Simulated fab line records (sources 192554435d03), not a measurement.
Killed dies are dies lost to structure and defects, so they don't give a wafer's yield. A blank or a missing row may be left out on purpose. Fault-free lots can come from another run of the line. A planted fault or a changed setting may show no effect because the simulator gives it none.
fab line records ; flow n5-finfet
record: lots: 3; wafers: 9; last-day: 16
route steps=1938 shown ILD0@335 SDB@347 BEOL_M4@1111 PASSIVATION@1936
lots that met no fault: taken from a fault-free run of the same line
start-h: the number of hours between the record's first day and the start of the first shown wafer of the lot ; wait-h: hours elapsed since this lot's preceding step ; " same as the row above ; L1.1+2: a single row standing in for several wafers ; - no value, or no start was given ; * or withheld: withheld ; < > ~ a bound
route shown NAME@n: NAME is a module with steps in the file, n the number in the route of the first one ; usual: mean and standard deviation over wafers with no fault ; same: alike in all rows ; chamber/n: place in a boat ; sites: each site's reading ; _std_site: standard deviation across them ; _edge_site: outer sites' mean less inner sites' ; radius-mm: for every site, how far away it sits from the centre of the wafer ; mask NAME#n: copy n ; behind: tool/chamber where the wafer was last shaped ; hold: cause of the lot's hold/its duration in hours/its outcome ; device: the transistor (n, p or np) that didn't switch ; end of line: the same wafers' tests at the end of the route ; a step given without rows: its recipe and nothing more ; killed: at the first sort, the dies lost to defects and structure; wafer yield is something else ; map: per-die view of a wafer (x killed, . not killed, _ where there is no die)
set.NAME: the setting the step ran with; set.NAME@STEP: the setting that earlier step ran with ; model.NAME: the simulator's own value behind a step, which no gauge read
lots seen at some steps along the route; tables by step, rows by wafer
services: a tool's chamber out of use, with start hour (start-h, from the record's first day; less than 0 if before it), hours out, and reason
== steps ==
step: N5_ILD0_LINER_00
recipe: material: SiNx; target-thk-a: 40; temp-c: 400; ald-precursor-family: SiH2I2; ald-co-reactant: N2/H2-plasma; pulse-time-s: 1; purge-time-s: 2; co-reactant-purge-time-s: 2; ald-cycles: 80; pressure-torr: 2
step: N5_ILD0_FCVD_FILL_01
recipe: material: SiO2_flowable; target-thk-a: 2000; temp-c: 100; pressure-torr: 0.8; rf-w: 2000; time-s: 328.3
step: N5_ILD0_CURE_02
recipe: temp-c: 450; time-s: 1800; ambient: steam; idle-temp-c: 400; ramp-up-c-per-min: 5; ramp-down-c-per-min: 3; densification-p-h2o-torr: 640
step: N5_ILD0_CMP_03
recipe: stop-on: SiNx; t-overpolish-s: 1.9; post-cmp-clean: alkaline-brush; down-force-psi: 4.1491; platen-rpm: 51.796; pad-velocity-m-s: 1.0306; target-thk-nm: 197.38
step: N5_ILD0_CMP_07
recipe: stop-on: poly-Si; material: SiO2_flowable; t-overpolish-s: 1.18; post-cmp-clean: alkaline-brush; down-force-psi: 4.1491; platen-rpm: 51.796; pad-velocity-m-s: 1.0306; target-thk-nm: 138.88
step: N5_ILD0_PRECLEAN_10
recipe: chemistry: NF3:NH3; afs-cycles: 5; time-s: 20; temp-c: 30; sublimation-temp-c: 180; sublimation-time-s: 60; pressure-torr: 3; rf-power-w: 30
step: N5_ILD0_ALD_15
recipe: material: SiNx; target-thk-a: 240; temp-c: 400; ald-precursor-family: SiH2I2; ald-co-reactant: N2/H2-plasma; pulse-time-s: 1; ald-cycles: 480; purge-time-s: 2; co-reactant-purge-time-s: 2; pressure-torr: 2
step: N5_ILD0_CMP_12
recipe: stop-on: poly-Si; material: SiNx; t-overpolish-s: 6; post-cmp-clean: alkaline-brush; down-force-psi: 2.5; platen-rpm: 51.8; pad-velocity-m-s: 1.0307; target-thk-nm: 17.67
step: N5_SDB_HM_DEP_00
recipe: material: SiNx; target-thk-a: 400; temp-c: 400; precursor: SiH4/NH3/N2; pressure-torr: 1.5; rf-w: 300; time-s: 35.3
usual: chamber-pressure-Torr: 1.500/0.0037; heater-power-w: 828/82; showerhead-plenum-p-Torr: 5.12/0.038; throttle-valve-pct: 39.2/2.1
lot.wafer;tool;chamber;start-h;wait-h;chamber-pressure-Torr;heater-power-w;showerhead-plenum-p-Torr;since-wet-clean-h;throttle-valve-pct;model.SiNx_of_SDB_HM_DEP_00.thk-nm
L383.2;pecvd-03;0;93.62;0.0;1.502;936;5.11;798;39.3;39.6
L383.5;pecvd-03;1;93.62;0.0;1.500;864;5.13;-;42.4;40.6
L383.6;pecvd-03;2;93.62;0.0;1.504;808;5.15;-;35.0;40.8
L387.2;pecvd-03;2;122.91;0.0;1.499;953;5.14;73;35.0;49.8
L387.3;pecvd-03;0;122.91;0.0;1.497;945;5.10;827;39.2;49.4
L387.6;pecvd-03;1;122.91;0.0;1.510;766;5.14;-;42.4;50.6
L397.1;pecvd-01;0;182.30;0.0;1.507;690;5.15;705;40.0;39.8
L397.2;pecvd-01;1;182.30;0.0;1.506;962;5.05;1430;40.0;40
L397.4;pecvd-01;1;182.30;0.0;1.498;978;5.05;-;40.0;40.2
step: N5_SDB_COAT_03
recipe: resist: SOC; temp-c: 250; time-s: 60; spin-rpm: 1500; resist-thk-nm: 100
step: N5_SDB_COAT_04
recipe: resist: SiARC; temp-c: 220; time-s: 60; spin-rpm: 1500; resist-thk-nm: 18
step: N5_SDB_COAT_05
recipe: resist: CAR-ArF; spin-rpm: 1500; resist-thk-nm: 90
step: N5_SDB_EBR_07
recipe: solvent: PGMEA; ebr-width-mm: 1.5
step: N5_SDB_SOFTBAKE_06
recipe: temp-c: 110; time-s: 60; resist: CAR-ArF
step: N5_SDB_EXPOSE_08
recipe: mask-id: SDB; na: 1.35; source-shape: conventional; sigma-outer: 0.5; polarization: unpolarized; dose-mj: 49.6
step: N5_SDB_PEB_09
recipe: peb-temp-c: withheld; peb-time-s: 60; resist: CAR-ArF
step: N5_SDB_DEVELOP_10
recipe: develop-time-s: 30; developer: TMAH; resist: CAR-ArF; rinse-liquid: diw; dry: air-spin; dev-temp-c: 23
step: N5_SDB_DESCUM_16
recipe: chemistry: O2; time-s: 7.9; source-power-w: 50; bias-power-w: 20; pressure-mtorr: 20; rf-frequency-hz: 2.712e+07; temp-c: 40; resist: CAR-ArF; o2-flow-sccm: 225
step: N5_SDB_ETCH_17
recipe: chemistry: CF4; target: SiARC; target-depth-a: 234; mask-material: CAR-ArF; time-s: 39; ion-energy-ev: 80; pressure-mtorr: 40; source-w: 545; bias-w: 36; Ar_flow_sccm: 100; cf4-flow-sccm: 100; ends: cleared
step: N5_SDB_ETCH_18
recipe: chemistry: N2/H2; target: SOC; target-depth-a: 1000; overetch-a: 200; mask-material: SiARC; temp-c: 40; time-s: 150; ion-energy-ev: 200; pressure-mtorr: 30; source-w: 840; bias-w: 150; n2-flow-sccm: 200; h2-flow-sccm: 200
step: N5_SDB_STRIP_19
recipe: chemistry: N2/H2; temp-c: 40; n2-flow-sccm: 200; h2-flow-sccm: 200; rf-frequency-hz: 6e+07
step: N5_SDB_STRIP_21
recipe: chemistry: CF4; resist: SiARC; power-w: 300; bias-power-w: 75; pressure-mtorr: 50; cf4-flow-sccm: 150; rf-frequency-hz: 6e+07
step: N5_SDB_HM_OPEN_20
recipe: chemistry: CH3F/O2; target: SiNx; mask-material: SOC; target-depth-a: 240; stop-on: poly-Si; over-etch-frac: 0.4; ion-energy-ev: 120; pressure-mtorr: 30; source-w: 395; bias-w: 73; Ar_flow_sccm: 150; CH3F_flow_sccm: 30; O2_flow_sccm: 20
usual: drypump-motor-current-A: 5.8/0.44; oes_o_777_au: 0.77/0.057; oes-product-au: 0.64/0.046; rf-vpp-V: 296/4.6; showerhead-plenum-p-Torr: 2.01/0.055; throttle-valve-pct: 16.41/0.22
lot.wafer;tool;chamber;start-h;wait-h;drypump-motor-current-A;oes_o_777_au;oes-product-au;rf-hours-counter-h;rf-vpp-V;showerhead-plenum-p-Torr;throttle-valve-pct;model.etch.depth-nm
L383.2;rie-diel-01;2;94.63;0.0;5.6;0.79;0.66;77;298;1.93;16.28;23.59
L383.5;rie-diel-01;1;94.63;0.0;6.2;0.89;0.73;-;304;2.04;16.39;24.59
L383.6;rie-diel-01;0;94.63;0.0;5.9;0.74;0.65;-;291;1.92;16.13;24.77
L387.2;rie-diel-04;3;123.67;0.0;5.6;0.70;0.69;233;305;2.07;16.78;33.81
L387.3;rie-diel-04;2;123.67;0.0;6.0;0.79;0.81;75;294;2.03;16.05;33.38
L387.6;rie-diel-04;1;123.67;0.0;5.5;0.85;0.84;-;296;2.04;16.47;33.95
L397.1;rie-diel-01;3;182.94;0.0;6.7;0.71;0.58;232;302;2.06;16.69;23.76
L397.2;rie-diel-01;0;182.94;0.0;5.9;0.72;0.61;172;291;1.91;16.20;24.08
L397.4;rie-diel-01;2;182.94;0.0;5.6;0.77;0.64;108;296;1.92;16.34;24.11
step: N5_SDB_STRIP_22
recipe: chemistry: N2/H2; power-w: 1000; temp-c: 250; h2-frac: 0.65; overash-fraction: 0.3; pressure-mtorr: withheld; n2-flow-sccm: 1750; h2-flow-sccm: 3250
step: N5_SDB_PRECLEAN_23
recipe: chemistry: dHF; time-s: 30; temp-c: 25; dilution: withheld
step: N5_SDB_DUMMY_REMOVE_24
recipe: chemistry: TMAH; temp-c: 70; target: poly-Si; stop-on: SiO2; target-depth-nm: 142; conc-wt-pct: 5; time-s: 57; dry: ipa-marangoni; rinse-time-s: 30; rinse-temp-c: 23
step: N5_SDB_ETCH_25
recipe: chemistry: C4F6/O2; target: SiO2; target-depth-a: 100; time-s: 3.3; ion-energy-ev: 250; mask-material: SiNx; pressure-mtorr: 30; source-w: 345; bias-w: 185; Ar_flow_sccm: 300; C4F6_flow_sccm: 10; O2_flow_sccm: 10
step: N5_SDB_CUT_ETCH_26
recipe: chemistry: HBr/Cl2/O2; target: Si; target-depth-a: 1296; bt-time-s: 20; mask-material: SiNx; time-s: 51.8; ion-energy-ev: *; bias-w: *; pressure-mtorr: 10; icp-w: 800; HBr_flow_sccm: 150; Cl2_flow_sccm: 80; O2_flow_sccm: 12
step: N5_SDB_PRECLEAN_38
recipe: chemistry: dHF; time-s: 10; dilution: 750:1; temp-c: 25
lot.wafer;tool;chamber;start-h;wait-h;model.SiNx_of_SDB_HM_DEP_00.thk-nm
L383.2;wet-bench-05;6;95.27;0.1;21.6
L383.5;wet-bench-05;1;95.27;0.1;22.4
L383.6;wet-bench-05;5;95.27;0.1;23.4
L387.2;wet-bench-06;4;124.17;0.1;31.6
L387.3;wet-bench-06;5;124.17;0.1;31.8
L387.6;wet-bench-06;7;124.17;0.1;33.2
L397.1;wet-bench-06;3;184.57;0.1;21.8
L397.2;wet-bench-06;4;184.57;0.1;22.6
L397.4;wet-bench-06;7;184.57;0.1;22.8
step: N5_SDB_PRECLEAN_39
recipe: chemistry: O3/DIW; time-s: 45; temp-c: 22; o3-ppm: 10
step: N5_BEOL_M4_RC_MEAS_101
usual: DIBL_N: 36.1/1.6; DIBL_P: 35.8/2.1; IOFF_N: 0.16/0.031; IOFF_P: 0.21/0.034; ION_N: 673/12; ION_P: 461/7.2; SS_N: 71.4/0.59; SS_P: 73.3/0.63; VT_N: 250/3.1; VT_P: -250/3.3
lot.wafer;tool;chamber;start-h;wait-h;DIBL_N[mV/V];DIBL_P[mV/V];IOFF_N[nA/um];IOFF_P[nA/um];ION_N[uA/um];ION_P[uA/um];SS_N[mV/dec];SS_P[mV/dec];VT_N[mV];VT_P[mV]
L383.2;prober-01;0;203.01;0.2;38.2;37.8;0.18;0.23;680;463;72.2;73.3;251;-249
L383.5;prober-01;0;203.01;0.2;40.0;41.0;0.21;0.29;679;465;72.3;74.3;247;-246
L383.6;prober-01;0;203.01;0.2;39.5;39.4;0.21;0.25;690;462;72.2;73.2;246;-247
L387.2;prober-02;0;233.67;0.2;35.4;34.2;0.13;0.17;673;457;70.2;73.2;253;-254
L387.3;prober-02;0;233.67;0.2;36.0;35.1;0.14;0.19;663;454;70.8;73.6;252;-249
L387.6;prober-02;0;233.67;0.2;34.1;33.6;0.11;0.16;661;457;70.8;72.8;255;-253
L397.1;prober-01;0;284.14;0.0;32.9;31.4;0.10;0.15;633;446;70.2;71.6;260;-256
L397.2;prober-01;0;284.14;0.0;35.6;34.5;0.14;0.20;675;460;71.4;73.2;252;-253
L397.4;prober-01;0;284.14;0.0;34.8;34.1;0.13;0.19;660;449;70.8;72.9;251;-253
step: N5_PASSIVATION_PROBE_49
usual: defect-limited-yield: 91.0/1.5; killed_at_M0_to_M3: 35/11; killed_at_M4_up: 13/6; killed-at-contacts: 14/6.5; killed-at-front-end: 40/12; killed-at-other: 4/3.4; killed-dies: 106/18; killed-open: 68/14; killed-short: 35/7.7; sort_bin_5_function: 5.2/0.98; sort_bin_6_memory: 3.4/0.72; sort_bin_8_speed: 0.02/0.24; sort-n-pass: 1074/18; sort-yield-pct: 91.0/1.5
same: gross-dies: 1180; killed-at-back-side: 0; sort_bin_4_leakage[%]: 0
lot.wafer;tool;chamber;start-h;wait-h;defect-limited-yield[%];killed_at_M0_to_M3;killed_at_M4_up;killed-at-contacts;killed-at-front-end;killed-at-other;killed-dies;killed-open;killed-short;sort_bin_5_function[%];sort_bin_6_memory[%];sort_bin_8_speed[%];sort-n-pass;sort-yield-pct[%]
L387.2;prober-01;-;345.10;0.1;90.4;35;14;19;41;4;113;66;40;5.1;3.8;0;1067;90.4
L387.3;prober-01;-;345.15;0.1;90.0;27;21;8;59;3;118;64;50;6.3;3.5;0;1062;90.0
L387.6;prober-01;-;345.30;0.3;90.2;40;14;6;48;8;116;55;46;5.3;3.3;0;1064;90.2
killed by level:class
L387.2 MOL_CONTACT_COAG:geometric-particle:open=17 BEOL_M0_SAQP:geometric-particle:short=8 GATE_CUT:geometric-particle:short=6 FIN_SAQP:geometric-particle:open=5 FIN_SAQP:geometric-particle:short=5 BEOL_M1:geometric-particle:open=5 BEOL_M0_SAQP:geometric-particle:open=5 BEOL_M1:geometric-particle:short=5
L387.3 FIN_SAQP:geometric-particle:short=11 STI_FIN_REVEAL:geometric-particle:open=9 MOL_CONTACT_COAG:geometric-particle:open=7 SPACER0:geometric-particle:short=6 GATE_CUT:geometric-particle:short=6 BEOL_M3:geometric-particle:open=6 BEOL_M1:geometric-particle:open=5 BEOL_M4:geometric-particle:open=5
L387.6 FIN_SAQP:geometric-particle:short=11 HKMG_FIN:area-etch=10 BEOL_M0_SAQP:geometric-particle:short=9 BEOL_M0_SAQP:geometric-particle:open=9 BEOL_M3:geometric-particle:open=8 BEOL_M4:geometric-particle:open=7 FIN_SAQP:geometric-particle:open=5 BEOL_M1:geometric-particle:short=5
== services ==
tool;chamber;start-h;hours;kind
pecvd-01;-;89.84;28.1;pm
rie-diel-01;1;98.46;4.6;repair
pecvd-03;2;112.02;2.1;scheduled-down
pecvd-03;2;127.03;15.7;repair
pecvd-01;0;131.43;10.7;repair
rie-diel-04;3;149.90;3.7;repair
pecvd-03;1;158.18;2.1;scheduled-down
rie-diel-04;3;174.05;-;clean
rie-diel-04;3;174.05;-;consumable-replace:focus-ring
rie-diel-04;3;174.05;32.0;scheduled-down
rie-diel-04;3;174.05;32.0;vent-cycle
== key ==
first-sign: step: N5_SDB_HM_OPEN_20; reading: oes-product-au; direction: up; sigmas: 3.1; usual: 0.64; struck: 0.78
effect none on later readings
model-effect: step: N5_SDB_HM_DEP_00; value: SiNx_of_SDB_HM_DEP_00.thk-nm; without: 40.93; struck: 49.93
model-effect: step: N5_SDB_HM_OPEN_20; value: etch.depth-nm; without: 24.92; struck: 33.71
model-effect: step: N5_SDB_PRECLEAN_38; value: SiNx_of_SDB_HM_DEP_00.thk-nm; without: 23.13; struck: 32.2
met-at N5_SDB_HM_DEP_00
struck-wafers L387.2,L387.3,L387.6
baseline-loss: step: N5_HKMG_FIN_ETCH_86; wafers: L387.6
onset-between 93.62 122.91
also-fits N5_SDB_HM_OPEN_20:rie-diel-04
fault: kind: process-parameter-drift; tool: pecvd-03; chamber: -; onset-h: 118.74; steps: N5_SDB_HM_DEP_00; channel: time-s; offset: *; shape: step; end-h: 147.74; acts-in: *; stated: *
baseline-loss: these wafers lose ten dies or more at that step, a loss of the line's own and not of a fault; the sort's usual values leave them out
